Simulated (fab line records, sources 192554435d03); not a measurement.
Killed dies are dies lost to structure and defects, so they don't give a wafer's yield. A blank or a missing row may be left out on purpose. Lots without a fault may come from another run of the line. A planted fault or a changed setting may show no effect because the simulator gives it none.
fab line records | flow n5_finfet
record lots=5 wafers=14 last_day=19
route steps=1938 shown BEOL_M3@962 BEOL_M4@1111 PASSIVATION@1936
lots that met no fault: from a run of the same line without faults
start_h: hours from the record's first day to the start of the lot's first wafer shown | wait_h: hours since the lot's step before | " the same as in the row above | L1.1+2: a row that stands for several wafers | - no value, or no start given | * or withheld: withheld | < > ~ a bound
route shown NAME@n: a module of which the file shows steps, and the number in the route of the first | usual: mean/standard deviation of fault-free wafers | same: alike in all rows | chamber/n: place in a boat | sites: the reading at each site | _std_site: their standard deviation | _edge_site: outer sites' mean less inner sites' | radius_mm: how far each site lies from the wafer's centre | mask NAME#n: copy n | behind: the tool/chamber that last shaped the wafer | hold: why the lot was held/for how many hours/how that ended | device: the transistor (n, p or np) that didn't switch | end of line: the same wafers' tests at the end of the route | a step without rows: its recipe alone | killed: dies lost to structure and defects at the first sort, not the wafer's yield | map: a wafer's dies, x killed, . not, _ none there
set.NAME: the setting as run; set.NAME@STEP: as run at that earlier step | model.NAME: the simulator's own value behind a step, which no gauge read
lots at some steps of the route; a table a step, a row a wafer
services: from which hour (start_h, from the record's first day; less than 0 if before it) a tool's chamber was out of use, for how many hours, and why
## steps
# step N5_BEOL_M3_SOFTBAKE_23
# recipe temp_c=110 time_s=60 resist=CAR-EUV
# step N5_BEOL_M3_EXPOSE_25
# recipe mask_id=V2 na=0.33 source_shape=quasar sigma_inner=0.2 sigma_outer=0.8 polarization=unpolarized defocus_nm=5 dose_mj=63
# step N5_BEOL_M3_PEB_26
# recipe peb_temp_c=100 peb_time_s=60 resist=CAR-EUV
# step N5_BEOL_M3_DEVELOP_27
# recipe develop_time_s=30 developer=TMAH resist=CAR-EUV rinse_liquid=surfactant_rinse dry=air_spin dev_temp_c=23
# step N5_BEOL_M3_DESCUM_33
# recipe chemistry=O2 time_s=7 source_power_w=50 bias_power_w=20 pressure_mtorr=20 rf_frequency_hz=2.712e+07 temp_c=40 resist=CAR-EUV o2_flow_sccm=225
# step N5_BEOL_M3_ETCH_77
# recipe chemistry=N2/H2 target=underlayer target_depth_a=65 mask_material=CAR-EUV time_s=5.2 ion_energy_ev=200 pressure_mtorr=30 source_w=840 bias_w=150 n2_flow_sccm=200 h2_flow_sccm=200 ends=cleared
# step N5_BEOL_M3_ETCH_69
# recipe chemistry=CF4 target=SiARC target_depth_a=156 mask_material=CAR-EUV time_s=26 ion_energy_ev=80 pressure_mtorr=40 source_w=545 bias_w=36 Ar_flow_sccm=100 cf4_flow_sccm=100 ends=cleared
# step N5_BEOL_M3_ALD_98
# recipe material=SiO2 target_thk_a=25 temp_c=100 ald_precursor_family=BDEAS ald_co_reactant=O2-plasma pulse_time_s=1 co_reactant_pulse_time_s=1 purge_time_s=2 co_reactant_purge_time_s=2 ald_cycles=17 pressure_torr=2
# step N5_BEOL_M3_ETCHBACK_99
# recipe chemistry=CHF3 target=SiO2 target_depth_a=50 time_s=10.4 source_w=215 bias_w=47 Ar_flow_sccm=200 CHF3_flow_sccm=12 ion_energy_ev=100 pressure_mtorr=30
# step N5_BEOL_M3_ETCH_70
# recipe chemistry=N2/H2 target=SOC target_depth_a=800 overetch_a=160 mask_material=SiARC temp_c=40 time_s=120 ion_energy_ev=200 pressure_mtorr=30 source_w=840 bias_w=150 n2_flow_sccm=200 h2_flow_sccm=200
# usual bias_w=150.0/0.45 chamber_pressure_mTorr=29.999/0.028 drypump_motor_current_A=6.1/0.47 oes_product_au=0.59/0.064 rf_vpp_V=523/3.3 run_length_s=143.2/0.51 showerhead_plenum_p_Torr=2.51/0.11 throttle_valve_pct=17.9/0.32
# columns lot.wafer tool chamber start_h wait_h bias_w chamber_pressure_mTorr drypump_motor_current_A oes_product_au rf_hours_counter_h rf_vpp_V run_length_s showerhead_plenum_p_Torr throttle_valve_pct model.SiARC_of_BEOL_M3_COAT_68.thk_nm
L365.1 rie_diel-02 2 185.21 0.0 151.4 30.020 6.7 0.60 120 517 143.5 2.36 17.9 6.4
L365.2 " 0 " " 149.7 30.085 6.8 0.73 8 528 143.6 2.69 17.3 6.4
L365.3 " 1 " " 149.7 30.037 5.5 0.58 155 527 143.0 2.64 17.7 6.6
L376.3 rie_diel-02 2 259.19 0.0 149.9 29.990 6.7 0.52 142 517 177.6 2.35 17.9 4.8
L376.6 " 2 " " 149.5 30.023 6.7 0.59 - 519 143.4 2.35 17.9 6.2
L375.1 rie_diel-02 3 260.37 0.0 150.3 30.011 6.2 0.54 190 519 142.4 2.42 18.3 6.6
L375.3 " 2 " " 149.9 30.009 6.7 0.53 143 518 177.2 2.35 17.9 4.8
L375.5 " 1 " " 150.1 30.031 5.5 0.57 - 527 143.5 2.63 17.8 6.6
L380.1 rie_diel-02 0 273.48 0.0 150.6 29.990 6.8 0.67 33 526 143.2 2.68 17.3 6.6
L380.4 " 1 " " 150.2 29.965 5.5 0.50 183 528 177.2 2.63 17.8 5
L380.6 " 1 " " 150.5 30.013 5.5 0.56 - 526 143.2 2.63 17.8 6.6
L384.3 rie_diel-06 2 318.01 0.0 150.1 30.032 5.6 0.54 208 525 143.8 2.62 18.0 6.6
L384.4 " 3 " " 150.5 29.992 6.7 0.74 9 528 142.8 2.72 17.8 6.4
L384.5 " 1 " " 150.0 29.958 6.0 0.58 - 518 142.8 2.34 17.7 6.4
# step N5_BEOL_M3_STRIP_71
# recipe chemistry=N2/H2 temp_c=40 n2_flow_sccm=200 h2_flow_sccm=200 rf_frequency_hz=6e+07
# step N5_BEOL_M4_RC_MEAS_101
# usual DIBL_N=36.4/1.9 DIBL_P=35.8/2.1 IOFF_N=0.158/0.029 IOFF_P=0.21/0.035 ION_N=676/14 ION_P=465/9.7 SS_N=71.5/0.66 SS_P=73.4/0.7 VT_N=249.8/3 VT_P=-250/3.3
# columns lot.wafer tool chamber start_h wait_h DIBL_N[mV/V] DIBL_P[mV/V] IOFF_N[nA/um] IOFF_P[nA/um] ION_N[uA/um] ION_P[uA/um] SS_N[mV/dec] SS_P[mV/dec] VT_N[mV] VT_P[mV]
L365.1 prober-01 0 209.32 0.0 32.9 33.7 0.103 0.14 652 444 70.3 72.6 255.4 -258
L365.2 " 0 " " 35.0 36.4 0.132 0.17 679 460 70.6 72.8 248.9 -257
L365.3 " 0 " " 35.7 36.3 0.132 0.16 650 442 71.3 73.1 254.1 -257
L376.3 prober-01 0 282.45 0.3 36.7 37.1 0.190 0.23 686 462 71.8 73.0 244.6 -249
L376.6 " 0 " " 34.2 33.1 0.144 0.18 683 465 70.6 72.2 245.0 -249
L375.1 prober-01 0 286.17 0.0 36.1 36.2 0.151 0.20 664 458 71.5 73.2 252.1 -252
L375.3 " 0 " " 40.0 39.8 0.241 0.25 682 453 73.3 73.7 248.2 -250
L375.5 " 0 " " 37.9 37.1 0.184 0.22 676 459 72.8 73.2 249.1 -251
L380.1 prober-02 0 306.39 0.1 34.4 32.6 0.121 0.17 648 446 72.0 72.4 253.5 -252
L380.4 " 0 " " 34.6 32.4 0.133 0.16 664 452 70.5 72.7 250.4 -252
L380.6 " 0 " " 35.9 34.5 0.149 0.20 658 456 70.4 73.0 249.9 -251
L384.3 prober-02 0 335.27 0.3 35.2 35.4 0.131 0.19 658 457 71.8 72.9 253.3 -247
L384.4 " 0 " " 37.7 38.9 0.171 0.24 683 468 71.9 73.7 248.1 -248
L384.5 " 0 " " 38.3 38.9 0.191 0.24 697 476 72.5 74.6 246.9 -248
# step N5_PASSIVATION_PROBE_49
# usual defect_limited_yield=91.3/1.3 killed_at_M0_to_M3=34/9.1 killed_at_M4_up=14/5.6 killed_at_contacts=13/5.9 killed_at_front_end=39/11 killed_at_other=3.6/3 killed_dies=102/16 killed_open=68/12 killed_short=33/7.3 sort_bin_5_function=5.2/0.89 sort_bin_6_memory=3.2/0.68 sort_bin_8_speed=0.00/0.027 sort_n_pass=1078/16 sort_yield_pct=91.3/1.3
# same gross_dies=1180 killed_at_back_side=0 sort_bin_4_leakage[%]=0
# columns lot.wafer tool chamber start_h wait_h defect_limited_yield[%] killed_at_M0_to_M3 killed_at_M4_up killed_at_contacts killed_at_front_end killed_at_other killed_dies killed_open killed_short sort_bin_5_function[%] sort_bin_6_memory[%] sort_bin_8_speed[%] sort_n_pass sort_yield_pct[%]
L376.3 prober-01 - 398.03 0.1 90.1 57 15 14 31 0 117 85 31 5.5 4.0 0 1063 90.1
L376.6 prober-01 - 398.18 0.3 91.8 45 18 5 29 0 97 59 36 5.6 2.4 0 1083 91.8
L375.1 prober-02 - 399.13 0.0 93.5 35 11 14 16 1 77 53 24 3.5 2.8 0 1103 93.5
L375.3 prober-02 - 399.23 0.1 93.0 32 11 10 23 7 83 58 24 4.5 2.4 0 1097 93.0
L375.5 prober-02 - 399.33 0.2 92.3 24 10 22 29 6 91 57 32 4.0 3.7 0 1089 92.3
L384.3 prober-01 - 451.04 0.1 90.6 43 16 16 34 2 111 70 39 5.3 3.3 0 1069 90.6
L384.4 prober-01 - 451.09 0.2 90.4 36 17 8 47 5 113 66 47 5.7 3.5 0 1067 90.4
L384.5 prober-01 - 451.14 0.2 90.7 46 14 9 35 6 110 73 33 5.5 3.6 0 1070 90.7
# killed by level:class
L376.3 BEOL_M0_SAQP:geometric_particle:open=23 BEOL_M2:geometric_particle:open=12 MOL_CONTACT_COAG:geometric_particle:open=11 BEOL_M4:geometric_particle:open=9 BEOL_M0_SAQP:geometric_particle:short=8 STI_FIN_REVEAL:geometric_particle:open=7 BEOL_M3:geometric_particle:open=6 DUMMY_GATE:geometric_particle:open=5
L376.6 BEOL_M0_SAQP:geometric_particle:short=10 BEOL_M0_SAQP:geometric_particle:open=9 FIN_SAQP:geometric_particle:short=6 BEOL_M3:geometric_particle:open=6 BEOL_M4:geometric_particle:open=6 STI_FIN_REVEAL:geometric_particle:open=5 MOL_CONTACT_COAG:geometric_particle:open=5 BEOL_M1:geometric_particle:open=5
L375.1 MOL_CONTACT_COAG:geometric_particle:open=9 BEOL_M0_SAQP:geometric_particle:short=8 BEOL_M1:geometric_particle:open=8 BEOL_M0_SAQP:geometric_particle:open=7 BEOL_M3:geometric_particle:open=6 DUMMY_GATE:geometric_particle:open=5 MOL_CONTACT_COAG:geometric_particle:short=5 BEOL_M2:geometric_particle:open=4
L375.3 BEOL_M0_SAQP:geometric_particle:short=11 FIN_SAQP:geometric_particle:open=8 MOL_CONTACT_COAG:geometric_particle:open=8 BEOL_M2:geometric_particle:open=6 BEOL_M0_SAQP:geometric_particle:open=6 BEOL_M3:geometric_particle:open=5 STI_FIN_REVEAL:geometric_particle:open=4 BEOL_M1:geometric_particle:open=4
L375.5 MOL_CONTACT_COAG:geometric_particle:open=15 FIN_SAQP:geometric_particle:open=9 FIN_SAQP:geometric_particle:short=8 MOL_CONTACT_COAG:geometric_particle:short=7 BEOL_M0_SAQP:geometric_particle:short=6 BEOL_M2:geometric_particle:open=6 BEOL_M0_SAQP:geometric_particle:open=5 BEOL_M1:geometric_particle:open=5
L384.3 GATE_CUT:geometric_particle:short=11 MOL_CONTACT_COAG:geometric_particle:open=11 GATE_CUT:geometric_particle:open=10 BEOL_M0_SAQP:geometric_particle:short=10 BEOL_M2:geometric_particle:open=10 BEOL_M3:geometric_particle:open=10 BEOL_M5:geometric_particle:open=6 MOL_CONTACT_COAG:geometric_particle:short=5
L384.4 BEOL_M4:geometric_particle:open=9 BEOL_M0_SAQP:geometric_particle:short=8 STI_FIN_REVEAL:geometric_particle:open=8 GATE_CUT:geometric_particle:short=8 BEOL_M0_SAQP:geometric_particle:open=8 BEOL_M1:geometric_particle:open=7 DUMMY_GATE:geometric_particle:open=6 MOL_CONTACT_COAG:geometric_particle:open=6
L384.5 BEOL_M2:geometric_particle:open=11 DUMMY_GATE:geometric_particle:open=8 BEOL_M3:geometric_particle:open=8 MOL_CONTACT_COAG:geometric_particle:open=7 BEOL_M0_SAQP:geometric_particle:open=7 BEOL_M0_SAQP:geometric_particle:short=7 BEOL_M1:geometric_particle:open=7 BEOL_M4:geometric_particle:open=6
## services
# columns tool chamber start_h hours kind
rie_diel-06 0 189.62 - clean
rie_diel-06 0 189.62 - consumable_replace:focus_ring
rie_diel-06 0 189.62 19.5 scheduled_down
rie_diel-06 0 189.62 19.5 vent_cycle
rie_diel-02 0 199.21 4.1 repair
rie_diel-06 - 227.86 0.3 repair
rie_diel-02 3 237.17 2.9 repair
rie_diel-06 3 274.05 - clean
rie_diel-06 3 274.05 - consumable_replace:focus_ring
rie_diel-06 3 274.05 - consumable_replace:showerhead
rie_diel-06 3 274.05 15.7 scheduled_down
rie_diel-06 3 274.05 15.7 vent_cycle
## key
first_sign step=N5_BEOL_M3_ETCH_70 reading=run_length_s direction=up sigmas=67 usual=* struck=*
effect none on later readings
model_effect step=N5_BEOL_M3_ETCH_70 value=SiARC_of_BEOL_M3_COAT_68.thk_nm without=6.467 struck=4.867
met_at N5_BEOL_M3_ETCH_70
struck_wafers L375.3,L376.3,L380.4
onset_between 185.21 259.19
fault kind=process_parameter_drift tool=rie_diel-02 chamber=- onset_h=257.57 steps=N5_BEOL_M3_ETCH_70 channel=time_s offset=* shape=step end_h=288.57 scope=struck_wafers_only acts_in=* stated=*
